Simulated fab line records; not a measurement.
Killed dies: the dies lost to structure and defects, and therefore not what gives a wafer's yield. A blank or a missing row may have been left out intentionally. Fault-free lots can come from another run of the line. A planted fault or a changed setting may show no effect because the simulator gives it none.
Matching of chambers / flow n5_finfet / N5_BEOL_M3_ETCH_70 on rie_diel-06: 4 sister chambers
The step etches SOC in N2/H2, target depth 80 nm, overetch 16 nm, time 120 s. 4 wafers are shown with their chamber, then 9 later ones without.

## EACH WAFER AND ITS CHAMBER
wafer=L084.5; chamber=1; showerhead_plenum_p_Torr (Torr)=2.69
wafer=L084.6; chamber=2; showerhead_plenum_p_Torr (Torr)=2.45
wafer=L085.3; chamber=3; showerhead_plenum_p_Torr (Torr)=2.50
wafer=L085.5; chamber=0; showerhead_plenum_p_Torr (Torr)=2.53

## WAFERS MISSING THEIR CHAMBER
wafer=L093.2; showerhead_plenum_p_Torr (Torr)=2.44
wafer=L093.4; showerhead_plenum_p_Torr (Torr)=2.68
wafer=L093.5; showerhead_plenum_p_Torr (Torr)=2.44
wafer=L094.2; showerhead_plenum_p_Torr (Torr)=2.68
wafer=L094.4; showerhead_plenum_p_Torr (Torr)=2.44
wafer=L094.6; showerhead_plenum_p_Torr (Torr)=2.68
wafer=L097.4; showerhead_plenum_p_Torr (Torr)=2.44
wafer=L097.5; showerhead_plenum_p_Torr (Torr)=2.49
wafer=L097.6; showerhead_plenum_p_Torr (Torr)=2.52

## THE CHAMBER EACH PASSED THROUGH
wafer=L093.2; from the rows above=2; in truth=2
wafer=L093.4; from the rows above=1; in truth=1
wafer=L093.5; from the rows above=2; in truth=2
wafer=L094.2; from the rows above=1; in truth=1
wafer=L094.4; from the rows above=2; in truth=2
wafer=L094.6; from the rows above=1; in truth=1
wafer=L097.4; from the rows above=2; in truth=2
wafer=L097.5; from the rows above=3; in truth=3
wafer=L097.6; from the rows above=can't be placed: 0 or 3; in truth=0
Correctly placed: 8 of 9. Can't be placed from these rows: 1 (the true chamber is among the candidates in 1). Number placed wrongly: 0.
How it was worked out, from the rows above alone: a wafer's distance from a chamber is the root of the sum, over the readings, of the square of ((its reading less the chamber's mean) divided by the reading's scatter). If the next closest chamber is less than 2 further off than the closest, the wafer can't be placed; otherwise it belongs to the closest. Each chamber's mean is taken over the wafers shown for it. The scatter (one wafer shown for each chamber): square how far every hidden wafer sits from the nearest shown wafer, average those squares and take the square root.
